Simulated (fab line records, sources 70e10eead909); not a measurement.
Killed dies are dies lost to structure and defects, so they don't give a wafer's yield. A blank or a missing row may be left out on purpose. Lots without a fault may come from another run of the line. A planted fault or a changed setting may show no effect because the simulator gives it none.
fab line records | flow nand_harc
record lots=14 wafers=42 last_day=33
route steps=1302 shown A_ZERO_WELL@404 A_ONON_D1@438
lots that met no fault: from a run of the same line without faults
start_h: hours from the record's first day to the start of the lot's first wafer shown | wait_h: hours since the lot's step before | " the same as in the row above | L1.1+2: a row that stands for several wafers | - no value, or no start given | * or withheld: withheld | < > ~ a bound
route shown NAME@n: a module of which the file shows steps, and the number in the route of the first | usual: mean/standard deviation of fault-free wafers | same: alike in all rows | chamber/n: place in a boat | sites: the reading at each site | _std_site: their standard deviation | _edge_site: outer sites' mean less inner sites' | radius_mm: how far each site lies from the wafer's centre | mask NAME#n: copy n | behind: the tool/chamber that last shaped the wafer | hold: why the lot was held/for how many hours/how that ended | device: the transistor (n, p or np) that didn't switch | end of line: the same wafers' tests at the end of the route | a step without rows: its recipe alone | killed: dies lost to structure and defects at the first sort, not the wafer's yield | map: a wafer's dies, x killed, . not, _ none there
set.NAME: the setting as run; set.NAME@STEP: as run at that earlier step | model.NAME: the simulator's own value behind a step, which no gauge read
steps of the route over a sample of lots; a table a step, a row a wafer
services: from which hour (start_h, from the record's first day; less than 0 if before it) a tool's chamber was out of use, for how many hours, and why
## steps
# step NHARC_A_ZERO_WELL_ETCH_19
# recipe target_depth_a=800 overetch_a=240 time_s=87.88 ion_energy_ev=200 n2_flow_sccm=150 h2_flow_sccm=150 ar_flow_sccm=0 rf_w=400 bias_w=150 chemistry=N2/H2
# usual drypump_motor_current_A=5.7/0.34 oes_product_au=0.998/0.01 rf_vpp_V=431/3.3 showerhead_plenum_p_Torr=2.08/0.11 throttle_valve_pct=14.170/0.0089
# columns lot.wafer tool chamber start_h wait_h drypump_motor_current_A oes_product_au rf_hours_counter_h rf_vpp_V showerhead_plenum_p_Torr throttle_valve_pct
L216.1 rie_diel-08 0 144.18 0.1 5.3 1.000 3 429 2.00 14.160
L216.3 " 1 " " 5.6 0.998 3 428 1.92 14.185
L216.2 " 2 " " 6.1 0.997 3 433 2.21 14.170
L215.4 rie_diel-06 1 145.37 0.1 5.1 0.978 2 431 2.01 14.160
L215.3 " 2 " " 6.3 1.020 2 432 2.12 14.160
L215.1 " 3 " " 5.3 1.023 1 431 2.07 14.166
L217.2 rie_diel-08 0 156.37 0.1 5.3 1.004 4 430 2.00 14.167
L217.5 " 1 " " 5.5 1.006 - 428 1.92 14.171
L217.6 " 2 " " 6.1 1.002 - 435 2.21 14.180
L225.4 rie_diel-08 1 242.99 0.1 5.5 1.006 1 426 1.92 14.164
L225.5 " 3 " " 5.9 0.976 - 434 2.18 14.177
L225.6 " 0 " " 5.3 1.003 - 429 2.00 14.163
L226.4 rie_diel-06 0 249.70 0.1 6.4 0.995 20 434 2.15 14.172
L226.1 " 1 " " 5.1 0.991 20 428 2.01 14.169
L226.6 " 3 " " 5.3 1.004 - 432 2.06 14.170
L227.3 rie_diel-08 3 257.50 0.1 5.9 0.994 2 435 2.18 14.146
L227.1 " 0 " " 5.3 0.996 2 430 2.00 14.167
L227.6 " 3 " " 5.9 0.997 - 433 2.18 14.158
L228.2 rie_diel-07 0 270.44 0.1 5.9 0.996 39 433 2.14 14.156
L228.4 " 3 " " 6.1 0.997 48 434 2.12 14.166
L228.5 " 0 " " 5.9 1.003 - 434 2.14 14.182
L230.3 rie_diel-08 2 286.19 0.1 6.1 0.997 2 435 2.21 14.176
L230.1 " 3 " " 5.9 0.982 2 436 2.18 14.176
L230.5 " 0 " " 5.3 0.992 - 429 2.00 14.152
L231.1 rie_diel-08 1 295.06 0.1 5.6 1.005 3 428 1.92 14.173
L231.4 " 2 " " 6.1 0.998 3 435 2.21 14.154
L231.5 " 3 " " 5.9 0.979 - 435 2.18 14.172
L234.1 rie_diel-08 0 331.60 0.1 5.3 1.010 4 429 2.00 14.168
L234.4 " 1 " " 5.5 0.994 5 426 1.92 14.161
L234.5 " 3 " " 5.9 0.992 - 434 2.18 14.174
L236.2 rie_diel-06 0 347.05 0.1 6.4 0.994 6 434 2.15 14.160
L236.3 " 2 " " 6.3 1.019 6 430 2.11 14.179
L236.6 " 0 " " 6.4 1.001 - 433 2.15 14.181
L235.2 rie_diel-08 2 348.42 0.1 6.1 0.980 5 435 2.21 14.161
L235.1 " 0 " " 5.3 0.998 5 429 2.00 14.162
L235.4 " 0 " " 5.3 0.989 - 431 2.00 14.154
L237.1 rie_diel-08 1 365.96 0.1 5.5 1.010 7 428 1.92 14.190
L237.5 " 1 " " 5.5 1.006 - 427 1.92 14.178
L237.6 " 2 " " 6.1 1.004 - 435 2.21 14.174
L238.4 rie_diel-07 1 368.76 0.1 5.7 0.995 23 436 2.21 14.163
L238.3 " 2 " " 5.7 1.000 23 427 1.90 14.164
L238.6 " 3 " " 6.1 0.986 - 433 2.11 14.171
# step NHARC_A_ONON_D1_DEP_19
# recipe target_thk_a=10000 n2_flow_sccm=2750 n2o_flow_sccm=2000 nh3_flow_sccm=500 sih4_flow_sccm=210 temp_c=400
# columns lot.wafer tool chamber start_h wait_h
L216.1+2+3 pecvd_onon-02 0 176.54 0.1
L215.1+3+4 pecvd_onon-01 0 176.55 0.1
L217.2+5+6 pecvd_onon-04 0 192.08 0.1
L225.4+5+6 pecvd_onon-02 0 275.10 0.2
L226.1+4+6 pecvd_onon-04 0 282.28 0.1
L227.1+3+6 pecvd_onon-02 0 290.50 0.1
L228.2+4+5 pecvd_onon-04 0 306.09 0.1
L230.1+3+5 pecvd_onon-01 0 315.74 0.1
L231.1+4+5 pecvd_onon-01 0 332.69 0.1
L234.1+4+5 pecvd_onon-04 0 365.91 0.1
L235.1+2+4 pecvd_onon-04 0 378.17 0.1
L236.2+3+6 pecvd_onon-01 0 378.23 0.1
L237.1+5+6 pecvd_onon-01 0 397.76 0.1
L238.3+4+6 pecvd_onon-02 0 397.88 0.2
# step NHARC_A_ONON_D1_THK_MEAS_21
# recipe thk_meas_gauge=ellipsometry
# usual thk_nm=997/7
# columns lot.wafer tool chamber start_h wait_h thk_nm
L215.1 film_metro-02 - 177.05 - 1008
L215.3 " - " " 1009
L215.4 " - " " 1009
L216.1 film_metro-01 - 177.08 - 1000
L216.2 " - " " 1001
L216.3 " - " " 1001
L217.2 film_metro-02 - 192.53 - 1008
L217.5 " - " " 1005
L217.6 " - " " 1008
L225.4 film_metro-02 - 275.45 - 968
L225.5 " - " " 969
L225.6 " - " " 969
L226.1 film_metro-01 - 282.80 - 990
L226.4 " - " " 989
L226.6 " - " " 991
L227.1 film_metro-01 - 291.02 - 955
L227.3 " - " " 956
L227.6 " - " " 955
L228.2 film_metro-01 - 306.54 - 997
L228.4 " - " " 994
L228.5 " - " " 996
L230.1 film_metro-01 - 316.26 - 994
L230.3 " - " " 997
L230.5 " - " " 994
L231.1 film_metro-01 - 333.20 - 1006
L231.4 " - " " 1004
L231.5 " - " " 1004
L234.1 film_metro-02 - 366.43 - 996
L234.4 " - " " 996
L234.5 " - " " 1000
L235.1 film_metro-01 - 378.68 - 1006
L235.2 " - " " 1008
L235.4 " - " " 1007
L236.2 film_metro-01 - 378.69 - 997
L236.3 " - " " 995
L236.6 " - " " 995
L237.1 film_metro-01 - 398.27 - 996
L237.5 " - " " 994
L237.6 " - " " 994
L238.3 film_metro-02 - 398.27 - 993
L238.4 " - " " 995
L238.6 " - " " 995
# step NHARC_A_ONON_D1_THK_MEAS_30
# recipe thk_meas_gauge=ellipsometry
# usual thk_nm=998/9.7
# columns lot.wafer tool chamber start_h wait_h thk_nm
L215.1 film_metro-02 - 178.76 - 978
L215.3 " - " " 976
L215.4 " - " " 978
L216.1 film_metro-01 - 178.78 - 1003
L216.2 " - " " 1002
L216.3 " - " " 1001
L217.2 film_metro-01 - 194.23 - 988
L217.5 " - " " 987
L217.6 " - " " 988
L225.4 film_metro-02 - 277.13 - 1004
L225.5 " - " " 1004
L225.6 " - " " 1002
L226.1 film_metro-02 - 284.49 - 1012
L226.4 " - " " 1012
L226.6 " - " " 1014
L227.1 film_metro-02 - 292.73 - 999
L227.3 " - " " 1000
L227.6 " - " " 1001
L228.2 film_metro-01 - 308.24 - 1000
L228.4 " - " " 1000
L228.5 " - " " 1000
L230.1 film_metro-02 - 317.99 - 987
L230.3 " - " " 987
L230.5 " - " " 986
L231.1 film_metro-02 - 334.90 - 995
L231.4 " - " " 996
L231.5 " - " " 996
L234.1 film_metro-01 - 368.12 - 996
L234.4 " - " " 996
L234.5 " - " " 997
L235.1 film_metro-01 - 380.37 - 1005
L235.2 " - " " 1005
L235.4 " - " " 1005
L236.2 film_metro-01 - 380.38 - 1000
L236.3 " - " " 999
L236.6 " - " " 1000
L238.3 film_metro-01 - 399.96 - 976
L238.4 " - " " 975
L238.6 " - " " 975
L237.1 film_metro-02 - 399.97 - 1009
L237.5 " - " " 1010
L237.6 " - " " 1008
# step NHARC_A_ONON_D1_THK_MEAS_34
# recipe thk_meas_gauge=ellipsometry
# usual thk_nm=200/3.1
# columns lot.wafer tool chamber start_h wait_h thk_nm
L215.1 film_metro-01 - 179.23 - 201
L215.3 " - " " 198
L215.4 " - " " 205
L216.1 film_metro-02 - 179.25 - 200
L216.2 " - " " 201
L216.3 " - " " 199
L217.2 film_metro-02 - 194.70 - 199
L217.5 " - " " 206
L217.6 " - " " 202
L225.4 film_metro-02 - 277.61 - 202
L225.5 " - " " 204
L225.6 " - " " 203
L226.1 film_metro-02 - 284.97 - 202
L226.4 " - " " 203
L226.6 " - " " 205
L227.1 film_metro-02 - 293.20 - 199
L227.3 " - " " 192
L227.6 " - " " 200
L228.2 film_metro-02 - 308.71 - 195
L228.4 " - " " 203
L228.5 " - " " 208
L230.1 film_metro-02 - 318.46 - 197
L230.3 " - " " 204
L230.5 " - " " 201
L231.1 film_metro-02 - 335.38 - 197
L231.4 " - " " 201
L231.5 " - " " 203
L234.1 film_metro-02 - 368.59 - 200
L234.4 " - " " 204
L234.5 " - " " 200
L235.1 film_metro-01 - 380.85 - 198
L235.2 " - " " 201
L235.4 " - " " 199
L236.2 film_metro-01 - 380.88 - 197
L236.3 " - " " 193
L236.6 " - " " 196
L238.3 film_metro-01 - 400.43 - 199
L238.4 " - " " 206
L238.6 " - " " 202
L237.1 film_metro-02 - 400.44 - 194
L237.5 " - " " 198
L237.6 " - " " 200
## services
# columns tool chamber start_h hours kind
rie_diel-08 0 120.80 - clean
pecvd_onon-04 - 130.00 13.0 pm
rie_diel-06 - 130.20 9.0 pm
rie_diel-08 - 163.00 2.3 repair
pecvd_onon-02 - 185.00 13.0 pm
rie_diel-08 - 190.80 9.0 pm
rie_diel-06 2 209.54 1.8 repair
rie_diel-08 - 244.50 0.8 repair
pecvd_onon-01 - 269.00 13.0 pm
rie_diel-06 2 271.90 1.6 repair
rie_diel-07 - 294.20 9.0 pm
rie_diel-08 0 305.83 10.9 repair
rie_diel-06 - 307.24 9.0 pm
pecvd_onon-04 - 311.25 13.0 pm
rie_diel-06 1 337.27 4.8 repair
rie_diel-08 3 342.54 6.7 repair
rie_diel-07 1 348.32 7.1 repair
rie_diel-07 3 350.71 6.8 repair
pecvd_onon-02 - 366.00 13.0 pm
rie_diel-08 - 367.80 9.0 pm
rie_diel-06 2 373.56 6.6 repair
rie_diel-08 1 391.17 1.9 repair
rie_diel-08 - 394.38 10.3 repair
rie_diel-07 0 395.55 6.7 repair
## key
first_sign step=NHARC_A_ONON_D1_THK_MEAS_21 reading=thk_nm direction=down sigmas=5 usual=997 struck=962
effect none on later readings
met_at NHARC_A_ONON_D1_DEP_19
struck_lots L225,L227
sort_left_out L225.4,L225.5,L225.6,L227.1,L227.3,L227.6
tester_left_out L225,L227
not_acting_at NHARC_A_ZERO_WELL_ETCH_19,NHARC_A_ONON_D1_THK_MEAS_30,NHARC_A_ONON_D1_THK_MEAS_34
onset_between 176.54 275.10
fault kind=process_parameter_drift tool=pecvd_onon-02 chamber=- onset_h=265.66 steps=NHARC_A_ONON_D1_DEP_19 channel=target_thk_a offset=* shape=step end_h=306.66 acts_in=* stated=*
# tester_left_out: of these lots the tester's yield and bins aren't shown, on N5 and GAA mostly nor the transistor test; their killed dies are dies lost to structure and defects alone, not to doping, threshold or leakage, so they don't give the yield
# sort_left_out: the simulated sort isn't trusted on such a fault, so these wafers' sort isn't shown, and their yield isn't known
